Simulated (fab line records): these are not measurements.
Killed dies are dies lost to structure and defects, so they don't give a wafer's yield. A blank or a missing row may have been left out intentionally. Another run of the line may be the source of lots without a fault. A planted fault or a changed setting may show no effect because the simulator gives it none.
Struck lot and sound lot, side by side -- flow n5-finfet -- 16 out of 1938 route steps
Sound: these wafers, L497.1, L497.2, L497.3. The struck wafers were L493.1, L493.5, L493.6. The cause comes at the end.
At each step with rows: each side's tool, then ch and its chambers, then its first start. Under that, the readings that differ: sound wafers -- struck wafers -- difference of the means -- sigmas: that difference in standard deviations of wafers without a fault.
alike: words and numbers the same on both sides, and readings whose means are apart by under 2 such deviations; not compared: readings that were withheld, readings missing a value for some wafer, numbers with overlapping values and no deviation given by the record, and bounds like >300 which may hide the same value.
The two part at a step that has a row with sigmas, a row that says differs or no value, or rows on one side only. Numbers that don't overlap but have no deviation are shown without sigmas and don't part them. Lack of a reading on every wafer of one side parts them only where that side has two or more wafers.

N5_BEOL_M4_ETCH_41: etches SiCN in CH3F/O2, target depth 29.9 nm, time 52.5 s.
  sound on rie-diel-02 ch 1,2,3; struck on rie-diel-02 ch 1,2
  alike: O2_flow_sccm, drypump-motor-current-A, oes-product-au, rf-vpp-V, showerhead-plenum-p-Torr, throttle-valve-pct
  not compared: rf-hours-counter-h
N5_BEOL_M4_STRIP_97: strips in N2/H2, time 10 s.
  sound on rie-diel-02 ch 1,2,3; struck on rie-diel-02 ch 1,2
  alike: drypump-motor-current-A, h2-flow-sccm, oes-product-au, rf-vpp-V, showerhead-plenum-p-Torr, throttle-valve-pct
  not compared: rf-hours-counter-h
N5_BEOL_M4_OCD_MEAS_38:
  sound: ocd-01 at day 12 01:39; struck: ocd-01 at day 11 03:17
  alike: trench-depth-nm
then, 4 steps without rows for these wafers: N5_BEOL_M4_HM_STRIP_39 (strips TiN in peroxide tin strip, target depth 25 nm, time 158 s); N5_BEOL_M4_SRD_40 (time 30 s); N5_BEOL_M4_PRECLEAN_42 (cleans in residue remover, time 60 s); N5_BEOL_M4_SRD_43 (time 30 s).
N5_BEOL_M4_CD_MEAS_35: target cd 18 nm, target cd y 22.4 nm.
  sound: cd-sem-03 at day 12 01:48; struck: cd-sem-02 at day 11 03:26
  alike: cd-nm
N5_BEOL_M4_DEGAS_44: time 60 s.
  sound: pvd-sputter-02 at day 12 02:19; struck: pvd-sputter-02 at day 11 03:52
  alike: heater-power-w
then, 1 step without rows for these wafers: N5_BEOL_M4_PRE_CLEAN_45 (time 30 s).
N5_BEOL_M4_ALD_84: deposits TaN, pulse time 2 s, purge time 3 s, co reactant purge time 2 s.
  sound on ald-metal-03 ch 0,2,3, day 12 02:37; struck on ald-metal-01 ch 0,1, day 11 03:59
  alike: heater-power-w
next, for these wafers, 1 step has no rows: N5_BEOL_M4_SURFACE_TREAT_85.
N5_BEOL_M4_CVD_47: deposits Co from CCTBA/H2, target thk 3 nm, time 223.8 s.
  sound on cvd-co-01 ch 0,1,2, day 12 03:15; struck on cvd-co-02 ch 1,2, day 11 04:37
reading,sound,struck,difference,sigmas
run-length-s (s),246.3 246.1 246.7,138.0 137.5 137.5,-108.7,-99 or more
N5_BEOL_M4_SPUTTER_48: material Cu, target thk 4.5 nm, time 8.29 s.
  sound: pvd-sputter-02 at day 12 04:55; struck: pvd-sputter-01 at day 11 06:16
  alike: throttle-valve-pct
N5_BEOL_M4_RC_MEAS_101:
  sound on prober-01 ch 0, day 12 07:55; struck on prober-02 ch 0, day 11 09:07
  alike: DIBL_N, DIBL_P, IOFF_N, IOFF_P, ION_N, ION_P, SS_N, SS_P, VT_N, VT_P
-- the record jumps here: 5 days lie between the struck wafers' starts before and after (it left off in module BEOL_M4 and takes up again in module PASSIVATION, whose first step shown is number 1936 of the route) --
N5_PASSIVATION_PROBE_49:
  sound: prober-01 at day 17 05:01; struck: prober-02 at day 16 15:42
reading,sound,struck,difference,sigmas
defect-limited-yield (%),90.7 91.7 90.2,93.6 94.3 93.2,+2.8,+2
killed-dies,110 98 116,75 67 80,-34,-2
sort_bin_6_memory (%),3.5 3.4 3.4,2.3 1.9 1.6,-1.5,-2
sort-n-pass,1070 1082 1064,1105 1113 1100,+34,+2
  alike: killed_at_M0_to_M3, killed_at_M4_up, killed-at-contacts, killed-at-front-end, killed-at-other, killed-open, killed-short, sort_bin_5_function, sort_bin_8_speed

== WHERE THEY PART ==
Last at N5_PASSIVATION_PROBE_49 as far as this record goes, first at N5_BEOL_M4_CVD_47.

WHY: what had been put in by the simulator
Drift in process parameters on cvd-co-02 at N5_BEOL_M4_CVD_47, starting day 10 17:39. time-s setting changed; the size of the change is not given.
